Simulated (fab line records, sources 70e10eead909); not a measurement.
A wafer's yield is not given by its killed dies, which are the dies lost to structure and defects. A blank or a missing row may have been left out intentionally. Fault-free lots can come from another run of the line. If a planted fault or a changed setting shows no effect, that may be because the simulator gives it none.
Chamber matching + flow nand harc + NHARC_A_STAIRCASE_CMP_152 on cmp-03: 4 sister chambers
The step polishes. 4 wafers are shown with their chamber, then 9 later ones without.

== WAFERS WITH THEIR CHAMBER ==
| wafer  | chamber | motor current A (A) |
|--------|---------|---------------------|
| L085.6 | 2       | 14.7                |
| L090.1 | 3       | 11.4                |
| L090.3 | 0       | 13.1                |
| L090.5 | 1       | 10.2                |

== WAFERS MISSING THEIR CHAMBER ==
| wafer  | motor current A (A) |
|--------|---------------------|
| L093.1 | 15.0                |
| L093.5 | 10.9                |
| L093.6 | 14.4                |
| L092.1 | 13.5                |
| L092.2 | 10.6                |
| L092.4 | 11.6                |
| L096.3 | 13.5                |
| L096.4 | 11.6                |
| L096.6 | 10.9                |

== WHICH CHAMBER EACH WENT THROUGH ==
| wafer  | from the rows above     | in truth                   |
|--------|-------------------------|----------------------------|
| L093.1 | 2                       | 2                          |
| L093.5 | can't be placed: 3 or 1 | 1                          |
| L093.6 | 2                       | 2                          |
| L092.1 | 0                       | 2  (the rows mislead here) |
| L092.2 | can't be placed: 1 or 3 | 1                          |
| L092.4 | 3                       | 3                          |
| L096.3 | 0                       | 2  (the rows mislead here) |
| L096.4 | 3                       | 3                          |
| L096.6 | can't be placed: 3 or 1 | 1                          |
Placed correctly: 4 of 9. Not placeable from these rows: 3 (in 3, the candidates include the true chamber). Placed wrongly: 2.
How it was worked out, from the rows above alone: a wafer's distance from a chamber is the root of the sum, over the readings, of the square of ((its reading less the chamber's mean) divided by the reading's scatter). If the next closest chamber is less than 2 further off than the closest, the wafer can't be placed; otherwise it belongs to the closest. A chamber's mean is the mean of its shown wafers. The scatter: with one shown wafer a chamber, the root of the mean of the squares of how far each hidden wafer lies from its nearest shown one.
